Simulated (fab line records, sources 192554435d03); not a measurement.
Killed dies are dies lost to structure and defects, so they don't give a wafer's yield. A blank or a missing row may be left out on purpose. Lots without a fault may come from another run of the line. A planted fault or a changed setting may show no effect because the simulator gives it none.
Which tool did it? | flow n5_finfet | 11 lots, 33 wafers sampled, at 2 steps of a route of 1938

WHAT THE GAUGES READ, wafer by wafer
N5_BEOL_M6_THK_MEAS_53: measures by xrf.
lot  | measured     | on            | M6_THK (nm)
L074 | day 9 07:47  | film_metro-02 | 77.4 75.3 76.3
L078 | day 9 21:30  | film_metro-01 | 78.3 79.7 75.0
L080 | day 10 07:36 | film_metro-01 | 78.8 79.7 78.9
L082 | day 10 12:44 | film_metro-01 | 77.6 79.9 77.5
L084 | day 11 06:25 | film_metro-02 | 77.4 76.9 76.1
L086 | day 11 21:10 | film_metro-01 | 78.1 80.2 79.2
L089 | day 12 23:31 | film_metro-01 | 80.2 79.2 78.5
L091 | day 13 07:10 | film_metro-01 | 78.2 77.6 75.7
L094 | day 13 22:38 | film_metro-01 | 78.5 76.1 78.4
L095 | day 14 05:17 | film_metro-01 | 77.1 77.2 80.3
L097 | day 14 17:28 | film_metro-01 | 82.4 79.3 81.5

WHICH TOOL RAN EACH LOT (tool, then ch and the chambers of the sampled wafers, then the start)
lot  | N5_BEOL_M6_STRIP_80
L074 | rie_diel-02 ch 2,3, day 9 07:47 or earlier
L078 | rie_diel-05 ch 0,1, day 9 21:30 or earlier
L080 | rie_diel-05 ch 1,3, day 10 07:36 or earlier
L082 | rie_diel-02 ch 2,3, day 10 12:44 or earlier
L084 | rie_diel-05 ch 2,3, day 11 06:25 or earlier
L086 | rie_diel-02 ch 0,2,3, day 11 21:10 or earlier
L089 | rie_diel-02 ch 0,3, day 12 23:31 or earlier
L091 | rie_diel-02 ch 1,2, day 13 07:10 or earlier
L094 | rie_diel-02 ch 1,2, day 13 22:38 or earlier
L095 | rie_diel-05 ch 0,1,3, day 14 05:17 or earlier
L097 | rie_diel-06 ch 0,1,2, day 14 17:28 or earlier
- N5_BEOL_M6_STRIP_80: strips in N2/H2, time 10 s.

THE ANSWER, worked out from the rows above alone
Rule: what is usual is taken from the lots themselves. Put in order of their means at a reading, lots are off if they are a third of the lots or fewer, leave a main group of 4 or more, and stand apart from it by a gap of 3 or more times the standard deviation of the main group's means; of several such gaps the widest counts. A main group whose means are all the same, to the digits that the tables above print for the reading, isn't used. A lot without any number at a reading at which 4 lots or more have one is off too. The other lots that the step has rows for count as sound.
No lot is off at any reading shown: from this, nothing can be told.

WHAT THE SIMULATOR HAD PUT IN
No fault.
